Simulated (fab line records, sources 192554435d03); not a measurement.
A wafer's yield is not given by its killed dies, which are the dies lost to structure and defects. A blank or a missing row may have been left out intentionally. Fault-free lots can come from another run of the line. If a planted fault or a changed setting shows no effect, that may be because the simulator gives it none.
fab line records	flow n5_finfet
record: lots: 11	wafers: 33	last_day: 17
route steps=1938 shown BEOL_M7@1326 BEOL_M8@1333
lots with no fault: from the same line, run without faults
start_h: hours from the record's opening day to when the first of the lot's shown wafers began	wait_h: hours since the lot's step before	" identical to the entry in the row above	L1.1+2: a row that stands for several wafers	- either no value or no given start	* or withheld: withheld	< > ~ a bound
route shown NAME@n: names a module that has steps shown in the file, with the first one's number in the route	usual: mean/standard deviation of fault-free wafers	same: alike in all rows	chamber/n: place in a boat	sites: the reading at each site	_std_site: their standard deviation	_edge_site: inner sites' mean taken away from outer sites' mean	radius_mm: for every site, how far away it sits from the centre of the wafer	mask NAME#n: copy n	behind: the most recent tool/chamber to have shaped the wafer	hold: why the lot was held/for how many hours/how that ended	device: which transistor (n, p or np) failed to switch	end of line: the route-end tests of the same wafers	for a step that has no rows: nothing shown but its recipe	killed: not the wafer's yield, but the dies lost to structure and defects at the first sort	map: a wafer's dies, x killed, . not, _ none there
set.NAME: the setting that was run; set.NAME@STEP: the one run at that earlier step	model.NAME: the simulator's own value behind a step, which no gauge read
route steps across a sampled set of lots; one table per step, one row per wafer
services: from which hour (start_h, from the record's first day; less than 0 if before it) a tool's chamber was out of use, for how many hours, and why
== steps ==
step: N5_BEOL_M7_CMP_52
recipe: stop_on: SiCOH_lowk	t_overpolish_s: 6.9	down_force_psi: 1	platen_rpm: 50	clearing_platen_down_force_psi: 1.5	clearing_platen_rpm: 50	post_cmp_clean: cu_alkaline	target_thk_nm: 80	clearing_platen_pad_velocity_m_s: 0.99484	pad_velocity_m_s: 0.99484
usual: barrier_field_endpoint_s: 29.5/0.83	clearing_platen_down_force_psi: 1.5001/0.0028	motor_current_A: 6.1/0.51	overpolish_run_s: 6.901/0.01	slurry_filter_dp_kPa: 13.50/0.14	time_to_endpoint_s: 63.0/2.8
lot.wafer	tool	chamber	start_h	wait_h	barrier_field_endpoint_s	clearing_platen_down_force_psi	motor_current_A	overpolish_run_s	slurry_filter_dp_kPa	time_to_endpoint_s
L911.2	cmp-02	0	209.83	0.3	29.0	1.5009	6.4	6.900	13.23	65.5
L911.6	"	3	"	"	29.6	1.5012	5.5	6.891	13.39	66.4
L911.5	"	0	"	"	29.3	1.5021	6.6	6.912	13.56	63.0
L912.2	cmp-01	2	222.34	0.2	28.8	1.4954	5.7	6.894	13.57	58.2
L912.4	"	3	"	"	29.2	1.5047	7.1	6.888	13.31	59.3
L912.6	"	3	"	"	30.2	1.5065	7.0	6.916	13.67	59.9
L913.4	cmp-04	2	235.04	0.2	29.9	1.4956	6.8	6.907	13.59	61.6
L913.3	"	3	"	"	29.7	1.4961	6.2	6.908	13.64	64.8
L913.6	"	1	"	"	30.5	1.5005	5.6	6.892	13.32	65.1
L914.3	cmp-04	2	235.26	0.2	28.7	1.5041	6.7	6.903	13.49	58.9
L914.4	"	3	"	"	29.7	1.4956	6.0	6.880	13.44	65.0
L914.2	"	0	"	"	30.2	1.5022	5.5	6.890	13.63	67.8
L917.2	cmp-01	2	267.58	0.2	28.7	1.5041	5.5	6.896	13.42	61.1
L917.6	"	2	"	"	28.5	1.5020	6.0	6.918	13.50	61.7
L917.5	"	3	"	"	28.6	1.4987	7.2	6.886	13.47	60.2
L922.1	cmp-04	3	276.50	0.3	29.1	1.4969	5.9	6.909	13.25	67.5
L922.5	"	2	"	"	28.6	1.4977	6.6	6.905	13.52	62.0
L922.6	"	3	"	"	30.5	1.5024	6.2	6.901	13.47	69.4
L923.2	cmp-02	3	299.57	0.2	29.9	1.5007	5.7	6.891	13.32	64.4
L923.1	"	0	"	"	28.8	1.4976	6.4	6.897	13.75	62.3
L923.3	"	1	"	"	30.0	1.5033	5.9	6.892	13.30	64.3
L925.3	cmp-01	1	304.03	0.2	29.4	1.5051	6.7	6.907	13.71	63.8
L925.2	"	2	"	"	28.5	1.5051	5.5	6.900	13.55	59.5
L925.6	"	0	"	"	28.8	1.4992	5.0	6.897	13.71	57.9
L928.2	cmp-04	3	305.90	0.3	30.9	1.4990	5.9	6.884	13.80	65.5
L928.1	"	1	"	"	30.2	1.4965	6.1	6.900	13.50	66.5
L928.5	"	3	"	"	31.5	1.4967	6.4	6.893	13.52	68.5
L931.1	cmp-04	1	332.28	0.3	28.4	1.5025	5.6	6.885	13.51	64.4
L931.4	"	2	"	"	29.0	1.5020	6.5	6.893	13.65	60.5
L931.3	"	0	"	"	29.2	1.4997	5.4	6.901	13.47	63.6
L932.4	cmp-02	2	341.41	0.1	28.1	1.5047	6.3	6.882	13.37	58.5
L932.2	"	1	"	"	29.3	1.4968	5.6	6.900	13.51	64.3
L932.5	"	2	"	"	28.7	1.5042	5.9	6.905	13.22	62.3
step: N5_BEOL_M8_CURE_74
recipe: temp_c: 385	time_s: 240	ambient: He/Ar	material: SiCOH_lowk
usual: lamp_power_pct: 52.31/0.055	wafer_temp_C_max: 387.0/0.66
lot.wafer	tool	chamber	start_h	wait_h	lamp_power_pct	wafer_temp_C_max
L911.2	uv_cure-02	1	210.42	0.1	52.40	386.8
L911.5	"	1	"	"	52.38	387.5
L911.6	"	1	"	"	52.31	387.3
L912.2	uv_cure-03	2	222.97	0.1	52.39	386.0
L912.4	"	2	"	"	52.24	386.2
L912.6	"	2	"	"	52.29	386.1
L913.3	uv_cure-01	0	235.68	0.2	52.35	386.4
L913.4	"	0	"	"	52.19	386.0
L913.6	"	0	"	"	52.31	385.6
L914.2	uv_cure-02	2	236.16	0.4	52.35	387.0
L914.3	"	2	"	"	52.28	386.2
L914.4	"	2	"	"	52.27	386.8
L917.2	uv_cure-01	0	268.23	0.1	52.29	386.4
L917.5	"	0	"	"	52.31	386.0
L917.6	"	0	"	"	52.43	386.2
L922.1	uv_cure-03	0	277.12	0.1	52.37	387.5
L922.5	"	0	"	"	52.31	386.4
L922.6	"	0	"	"	52.22	386.9
L923.1	uv_cure-03	1	300.12	0.0	52.32	388.0
L923.2	"	1	"	"	52.32	387.5
L923.3	"	1	"	"	52.24	387.0
L925.2	uv_cure-02	0	304.79	0.3	52.27	386.3
L925.3	"	0	"	"	52.26	386.3
L925.6	"	0	"	"	52.33	386.5
L928.1	uv_cure-01	1	306.59	0.2	52.24	386.4
L928.2	"	1	"	"	52.34	386.7
L928.5	"	1	"	"	52.20	387.5
L931.1	uv_cure-02	1	332.83	0.0	52.32	387.8
L931.3	"	1	"	"	52.39	387.4
L931.4	"	1	"	"	52.38	387.5
L932.2	uv_cure-02	1	342.04	0.1	52.30	387.1
L932.4	"	1	"	"	52.33	387.8
L932.5	"	1	"	"	52.26	387.5
step: N5_BEOL_M8_INSPECT_13
recipe: mode: adi	inspect_instrument: brightfield
usual: raw_defect_count: 439/100
lot.wafer	tool	chamber	start_h	wait_h	raw_defect_count
L911.2	defect_inspect-01	-	211.91	0.0	378
L911.5	"	-	"	"	453
L911.6	"	-	"	"	551
L912.2	defect_inspect-02	-	225.01	0.0	548
L912.4	"	-	"	"	424
L912.6	"	-	"	"	442
L913.3	defect_inspect-01	-	236.87	0.0	414
L913.4	"	-	"	"	429
L913.6	"	-	"	"	393
L914.2	defect_inspect-01	-	237.37	0.0	361
L914.3	"	-	"	"	311
L914.4	"	-	"	"	290
L917.2	defect_inspect-02	-	270.47	0.0	591
L917.5	"	-	"	"	586
L917.6	"	-	"	"	530
L922.1	defect_inspect-01	-	279.71	0.0	385
L922.5	"	-	"	"	291
L922.6	"	-	"	"	371
L923.1	defect_inspect-02	-	301.49	0.0	390
L923.2	"	-	"	"	395
L923.3	"	-	"	"	322
L925.2	defect_inspect-01	-	306.58	0.0	603
L925.3	"	-	"	"	569
L925.6	"	-	"	"	574
L928.1	defect_inspect-01	-	310.24	0.0	380
L928.2	"	-	"	"	407
L928.5	"	-	"	"	402
L931.1	defect_inspect-01	-	334.99	0.0	485
L931.3	"	-	"	"	458
L931.4	"	-	"	"	501
L932.2	defect_inspect-01	-	343.33	0.0	681
L932.4	"	-	"	"	551
L932.5	"	-	"	"	570
step: N5_BEOL_M8_ETCH_61
recipe: chemistry: CF4	target: SiARC	target_depth_a: 455	mask_material: CAR-ArF	time_s: 75.8	ion_energy_ev: 80	pressure_mtorr: 40	source_w: 545	bias_w: 36	Ar_flow_sccm: 100	cf4_flow_sccm: 100	ends: cleared
usual: bias_w: 36.01/0.1	chamber_pressure_mTorr: 40.00/0.035	drypump_motor_current_A: 5.7/0.39	etch_rf_on_time_s: 76.1/2.4	oes_product_au: 0.67/0.084	rf_vpp_V: 184.3/1.2	showerhead_plenum_p_Torr: 2.16/0.067	throttle_valve_pct: 15.62/0.22
lot.wafer	tool	chamber	start_h	wait_h	bias_w	chamber_pressure_mTorr	drypump_motor_current_A	etch_rf_on_time_s	oes_product_au	rf_hours_counter_h	rf_vpp_V	showerhead_plenum_p_Torr	throttle_valve_pct
L911.2	rie_diel-05	0	211.98	0.0	35.97	40.00	5.4	74.2	0.64	198	184.3	2.21	15.98
L911.5	"	1	"	"	35.94	40.06	5.6	79.3	0.61	-	184.9	2.19	15.64
L911.6	"	2	"	"	36.18	40.03	5.2	78.5	0.59	-	184.2	2.21	16.02
L912.2	rie_diel-05	3	225.48	0.0	35.98	40.00	6.5	73.4	0.84	6	186.5	2.29	15.39
L912.4	"	1	"	"	35.92	40.04	5.6	78.1	0.62	207	184.0	2.19	15.64
L912.6	"	2	"	"	35.98	39.89	5.2	78.2	0.59	-	185.7	2.20	16.03
L913.3	rie_diel-01	1	237.02	0.0	35.66	40.00	5.8	76.5	0.59	224	183.8	2.12	15.43
L913.4	"	0	"	"	36.04	39.95	5.9	76.5	0.75	35	184.2	2.10	15.44
L913.6	"	3	"	"	35.83	40.03	5.6	74.7	0.59	-	183.2	2.12	16.03
L914.2	rie_diel-03	2	237.47	0.0	35.81	40.04	5.0	77.5	0.62	200	184.7	2.13	15.56
L914.3	"	0	"	"	36.05	40.04	5.9	78.4	0.61	202	185.5	2.22	15.58
L914.4	"	3	"	"	35.99	39.99	5.6	74.2	0.66	137	183.4	2.06	15.28
L917.2	rie_diel-03	3	270.77	0.0	35.98	40.00	5.6	73.8	0.67	149	183.7	2.05	15.29
L917.5	"	0	"	"	36.01	39.97	5.9	77.5	0.61	-	186.0	2.22	15.59
L917.6	"	1	"	"	36.23	39.98	5.7	76.5	0.68	-	183.4	2.15	15.43
L922.1	rie_diel-05	3	279.91	0.0	35.80	39.98	6.5	73.6	0.79	26	185.2	2.28	15.43
L922.5	"	1	"	"	36.17	39.99	5.7	80.1	0.59	-	183.9	2.18	15.69
L922.6	"	2	"	"	36.12	39.95	5.2	79.7	0.58	-	183.8	2.20	16.07
L923.1	rie_diel-05	1	301.80	0.0	39.46	40.02	5.6	77.3	0.60	236	194.9	2.18	15.69
L923.2	"	3	"	"	39.27	40.02	6.5	71.9	0.80	36	195.4	2.28	15.46
L923.3	"	0	"	"	39.49	39.96	5.4	73.6	0.62	232	195.8	2.20	16.02
L925.2	rie_diel-05	1	306.65	0.0	39.37	40.03	5.6	78.1	0.60	237	195.7	2.18	15.71
L925.3	"	2	"	"	39.19	39.97	5.2	76.7	0.86	0	196.8	2.20	15.59
L925.6	"	3	"	"	39.35	40.00	6.5	72.2	0.79	-	197.1	2.28	15.46
L928.1	rie_diel-03	2	310.31	0.0	35.96	40.04	5.0	78.0	0.60	226	184.2	2.12	15.60
L928.2	"	1	"	"	36.04	39.96	5.7	76.6	0.67	109	184.7	2.14	15.47
L928.5	"	3	"	"	36.00	40.02	5.6	74.2	0.66	-	182.3	2.05	15.32
L931.1	rie_diel-03	1	335.06	0.0	36.18	40.02	5.7	75.8	0.67	118	184.6	2.14	15.50
L931.3	"	0	"	"	36.02	40.01	5.9	77.7	0.60	236	184.9	2.21	15.65
L931.4	"	3	"	"	36.08	40.03	5.7	73.8	0.64	172	183.8	2.04	15.36
L932.2	rie_diel-01	2	343.46	0.0	36.12	39.97	5.7	73.2	0.73	54	184.0	2.08	15.70
L932.4	"	2	"	"	36.01	40.00	5.8	72.9	0.73	-	183.0	2.08	15.68
L932.5	"	3	"	"	36.10	39.96	5.6	72.2	0.78	-	181.6	2.11	15.61
== services ==
tool	chamber	start_h	hours	kind
cmp-02	-	187.40	2.3	repair
cmp-02	-	195.88	1.1	repair
rie_diel-01	-	198.29	0.4	repair
cmp-02	-	204.74	0.2	repair
cmp-01	-	216.30	6.0	pm
uv_cure-01	-	226.08	0.4	repair
cmp-02	-	226.70	5.5	pm
rie_diel-01	0	243.88	4.7	repair
cmp-01	-	248.49	9.0	repair
rie_diel-01	-	251.62	1.0	repair
cmp-01	-	262.95	3.7	repair
cmp-04	-	280.95	2.1	repair
cmp-01	-	281.95	4.0	pm
uv_cure-01	-	282.71	22.2	repair
rie_diel-05	2	283.91	-	clean
rie_diel-05	2	283.91	-	consumable_replace:focus_ring
cmp-02	-	294.69	4.3	pm
rie_diel-03	-	296.94	2.7	repair
rie_diel-03	-	300.72	0.3	repair
cmp-02	-	304.26	4.0	pm
rie_diel-01	1	309.69	18.4	repair
cmp-04	-	317.85	1.7	repair
rie_diel-05	1	326.19	19.6	repair
cmp-01	-	341.57	5.2	pm
== key ==
first_sign: step: N5_BEOL_M8_ETCH_61	reading: bias_w	direction: up	sigmas: 32	usual: *	struck: *
effect: step: N5_BEOL_M8_ETCH_61	reading: rf_vpp_V	direction: up	sigmas: 9.7	usual: 184.3	struck: 196.0
met_at N5_BEOL_M8_ETCH_61
struck_lots L923,L925
not_acting_at N5_BEOL_M7_CMP_52,N5_BEOL_M8_CURE_74,N5_BEOL_M8_INSPECT_13
onset_between 279.91 301.80
fault: kind: process_parameter_drift	tool: rie_diel-05	chamber: -	onset_h: 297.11	steps: N5_BEOL_M8_ETCH_61	channel: bias_w	offset: *	shape: step	end_h: 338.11	acts_in: *	stated: *
